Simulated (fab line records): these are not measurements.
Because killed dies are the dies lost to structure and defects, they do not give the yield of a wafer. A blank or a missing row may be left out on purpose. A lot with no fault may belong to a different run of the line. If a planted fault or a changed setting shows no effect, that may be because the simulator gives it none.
A lot that was struck, set against a sound lot | flow nand-harc | 25 steps out of a route of 1159
Sound: the wafers L154.2, L154.3, L154.4. Struck: wafers L147.3, L147.4, L147.6. At the end, the cause is stated.
Each step with rows lists, per side, the tool, then ch with its chambers, then its first start. Under that, the readings that differ: sound wafers | struck wafers | difference of the means | sigmas: that difference in standard deviations of wafers without a fault.
alike: readings whose means differ by less than 2 such deviations, and words and numbers that are the same on both sides. not compared: withheld readings, readings that some wafer has no value for, bounds like >300 that may hide the same value, and numbers for which the record gives no deviation and whose values overlap.
Wherever a step has rows on one side only, a row that says differs or no value, or a row with sigmas, the two part there. Non-overlapping numbers with no deviation appear without sigmas and do not part them. A reading that every wafer of one side lacks parts them only if that side has two wafers or more.

NHARC_P_CONTACT_DEP_30: deposits SiNx, target thk 30 nm.
  sound on pecvd-04 ch 0,1,2, day 8 06:25; struck on pecvd-01 ch 0,1, day 6 05:34
  alike: heater-power-w, susceptor-temp-C
NHARC_P_CONTACT_DEP_00: deposits SiO2, target thk 500 nm.
  sound on pecvd-04 ch 0,1,2; struck on pecvd-01 ch 0,1
  alike: chamber-pressure-Torr, heater-power-w, susceptor-temp-C, throttle-valve-pct
NHARC_P_CONTACT_CMP_01: polishes SiO2, target thk 200 nm.
  sound on cmp-02 ch 0,1,2, day 8 07:07; struck on cmp-02 ch 1,2, day 6 06:16
  alike: edge-zone-pressure-frac, motor-current-A
  not compared: pad-life-wafers
then, 8 steps without rows for these wafers: NHARC_P_CONTACT_SRD_03; NHARC_P_CONTACT_DEHYDRATE_04 (time 120 s); NHARC_P_CONTACT_HMDS_05 (time 30 s); NHARC_P_CONTACT_COAT_33 (time 75 s); NHARC_P_CONTACT_COAT_34 (time 65 s); NHARC_P_CONTACT_COAT_06 (resist thk 90 nm); NHARC_P_CONTACT_SOFTBAKE_07 (time 55 s); NHARC_P_CONTACT_EBR_08.
NHARC_P_CONTACT_EXPOSE_09: exposes mask P CA, target cd 90 nm.
  sound on arfi-scanner-02 ch 0, day 8 07:49; struck on arfi-scanner-03 ch 0, day 6 06:49
  reading | sound                | struck                        | difference | sigmas
  mask    | P_CA#0 P_CA#0 P_CA#0 | P_CA_R1#0 P_CA_R1#0 P_CA_R1#0 | differs    |
then, 2 steps without rows for these wafers: NHARC_P_CONTACT_PEB_10 (peb time 65 s); NHARC_P_CONTACT_DEVELOP_11 (develop time 35 s).
NHARC_P_CONTACT_CD_MEAS_12: target cd 90 nm.
  sound on cd-sem-01 ch 0, day 8 07:57; struck on cd-sem-02 ch 0, day 6 06:58
  reading    | sound          | struck         | difference | sigmas
  cd-nm (nm) | 88.8 89.3 90.3 | 84.1 84.5 84.8 | -5.0       | -7
NHARC_P_CONTACT_OVL_MEAS_13:
  sound: overlay-01 at day 8 08:02; struck: overlay-02 at day 6 07:02
  reading           | sound       | struck         | difference | sigmas
  overlay-x-nm (nm) | 1.6 1.7 1.5 | -1.0 -1.0 -1.7 | -2.8       | -4
  alike: overlay-y-nm
NHARC_P_CONTACT_INSPECT_14:
  sound: defect-inspect-01 at day 8 08:05; struck: defect-inspect-01 at day 6 07:05
  alike: raw-defect-count
NHARC_P_CONTACT_DESCUM_17: chemistry O2, time 3 s.
  sound on rie-diel-05 ch 0,1,2, day 8 08:08; struck on rie-diel-05 ch 0,2, day 6 07:08
  reading                    | sound            | struck            | difference | sigmas
  model.P_CONTACT.cd-nm (nm) | 88.2 89.73 90.76 | 83.49 84.37 85.09 | -5.25      |
  alike: chamber-pressure-mTorr, drypump-motor-current-A, oes-product-au, rf-vpp-V, showerhead-plenum-p-Torr, throttle-valve-pct
  not compared: rf-hours-counter-h
NHARC_P_CONTACT_ETCH_35: etches the open film in CF4, target depth 39 nm, time 65 s.
  sound on rie-diel-05 ch 0,2,3, day 8 08:13; struck on rie-diel-05 ch 1,2,3, day 6 07:14
  alike: chamber-pressure-mTorr, drypump-motor-current-A, oes-product-au, rf-vpp-V, showerhead-plenum-p-Torr, throttle-valve-pct
  not compared: rf-hours-counter-h
NHARC_P_CONTACT_ETCH_36: etches the open film in N2/H2, target depth 260 nm, time 406.25 s.
  sound on rie-diel-05 ch 0,2,3; struck on rie-diel-05 ch 1,3
  alike: chamber-pressure-mTorr, drypump-motor-current-A, oes-product-au, rf-vpp-V, showerhead-plenum-p-Torr, throttle-valve-pct
  not compared: rf-hours-counter-h
then, 2 steps without rows for these wafers: NHARC_P_CONTACT_ETCH_18 (etches the open film in C4F8/O2/Ar, target depth 481 nm, time 240.5 s); NHARC_P_CONTACT_STRIP_37 (strips in C4F8/O2/Ar).
NHARC_P_CONTACT_ETCH_31: etches the open film in CH3F/O2, target depth 30 nm, time 85.7 s.
  sound on rie-diel-05 ch 0,1,3; struck on rie-diel-05 ch 0,2,3
  reading                    | sound            | struck            | difference | sigmas
  model.P_CONTACT.cd-nm (nm) | 88.31 91.3 92.23 | 83.37 85.42 83.83 | -6.41      |
  alike: chamber-pressure-mTorr, drypump-motor-current-A, oes-product-au, rf-vpp-V, showerhead-plenum-p-Torr, throttle-valve-pct
  not compared: rf-hours-counter-h
NHARC_P_CONTACT_CD_MEAS_19:
  sound: cd-sem-01 at day 8 09:01; struck: cd-sem-01 at day 6 08:01
  reading    | sound          | struck         | difference | sigmas
  cd-nm (nm) | 88.4 91.0 92.6 | 83.3 85.6 84.0 | -6.4       | -4
following that, these wafers have no rows for 1 step: NHARC_END_SORT_01.

## WHERE THEY PART
Last at NHARC_P_CONTACT_CD_MEAS_19 as far as this record goes, first at NHARC_P_CONTACT_EXPOSE_09.

WHY: the cause the simulator had injected
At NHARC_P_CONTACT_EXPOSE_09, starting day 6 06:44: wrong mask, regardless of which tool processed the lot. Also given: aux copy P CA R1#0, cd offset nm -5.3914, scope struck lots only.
